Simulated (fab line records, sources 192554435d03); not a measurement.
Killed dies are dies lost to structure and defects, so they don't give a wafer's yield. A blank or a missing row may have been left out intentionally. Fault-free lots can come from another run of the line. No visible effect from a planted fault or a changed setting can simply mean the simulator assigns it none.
A struck lot beside a sound one || flow n5Finfet || 14 steps out of a route of 1938
Sound: these wafers, L533.2, L533.3, L533.5. Struck: wafers L527.3, L527.5, L527.6. At the end, the cause is stated.
At each step with rows: each side's tool, then ch and its chambers, then its first start. Under that, the readings that differ: sound wafers || struck wafers || difference of the means || sigmas: that difference in standard deviations of wafers without a fault.
alike: same words and numbers on both sides, and readings whose means sit less than 2 such deviations apart. not compared: any withheld reading, any reading some wafer has no value for, any bound like >300 that may hide the same value, and any number with overlapping values for which the record gives no deviation.
Wherever a step has rows on one side only, a row that says differs or no value, or a row with sigmas, the two part there. Numbers that don't overlap but have no deviation are shown without sigmas and don't part them. Lack of a reading on every wafer of one side parts them only where that side has two or more wafers.

N5_BEOL_M14_VIA_ETCH_16: etches SiO2 in C4F8/O2/Ar, target depth 1231.3 nm.
  sound on rieDiel-02 ch 1,2, day 15 13:46; struck on rieDiel-04 ch 0,3, day 13 22:15
  alike: O2_flow_sccm, drypumpMotorCurrentA, oesProductAu, rfVppV, showerheadPlenumPTorr, throttleValvePct
N5_BEOL_M14_STRIP_63: strips in O2.
  sound: rieDiel-02 ch 1,2; struck: rieDiel-04 ch 0,3
  alike: drypumpMotorCurrentA, oesProductAu, rfVppV, showerheadPlenumPTorr, throttleValvePct
  not compared: rfHoursCounterH
N5_BEOL_M14_STRIP_64: strips in O2.
  sound: rieDiel-02 ch 1,2; struck: rieDiel-04 ch 0,3
  alike: drypumpMotorCurrentA, oesProductAu, rfVppV, showerheadPlenumPTorr, throttleValvePct
  not compared: rfHoursCounterH
then, 2 steps without rows for these wafers: N5_BEOL_M14_STRIP_71 (strips in post etch residue remover, time 60 s); N5_BEOL_M14_SRD_72 (time 30 s, dry time 30 s).
N5_BEOL_M14_CD_MEAS_17 targets a cd of 250 nm.
  sound: cdSem-01 at day 15 14:07; struck: cdSem-02 at day 13 22:36
  alike: cdNm
then, 6 steps without rows for these wafers: N5_BEOL_M14_COAT_65 (time 60 s, resist thk 450 nm); N5_BEOL_M14_COAT_66 (time 60 s, resist thk 110 nm); N5_BEOL_M14_COAT_22 (resist thk 300 nm); N5_BEOL_M14_EBR_24; N5_BEOL_M14_SOFTBAKE_23 (time 60 s); N5_BEOL_M14_EXPOSE_25 (exposes mask M14, target cd 280 nm).
N5_BEOL_M14_PEB_26: peb time 90 s.
  sound on lithoTrack-02 ch 0, day 15 14:27; struck on lithoTrack-05, day 13 22:49
  no value came back on the struck wafers for chillPlateTempC (C), exhaustPa (Pa), resistLineTempC (C); on the sound wafers chillPlateTempC (C) reads 22.99 23.01 22.93
then, 1 step without rows for these wafers: N5_BEOL_M14_DEVELOP_27 (develop time 45 s).

== WHERE THEY PART ==
At N5_BEOL_M14_PEB_26 and nowhere else, as far as this record goes.

WHY: whatever the simulator had introduced
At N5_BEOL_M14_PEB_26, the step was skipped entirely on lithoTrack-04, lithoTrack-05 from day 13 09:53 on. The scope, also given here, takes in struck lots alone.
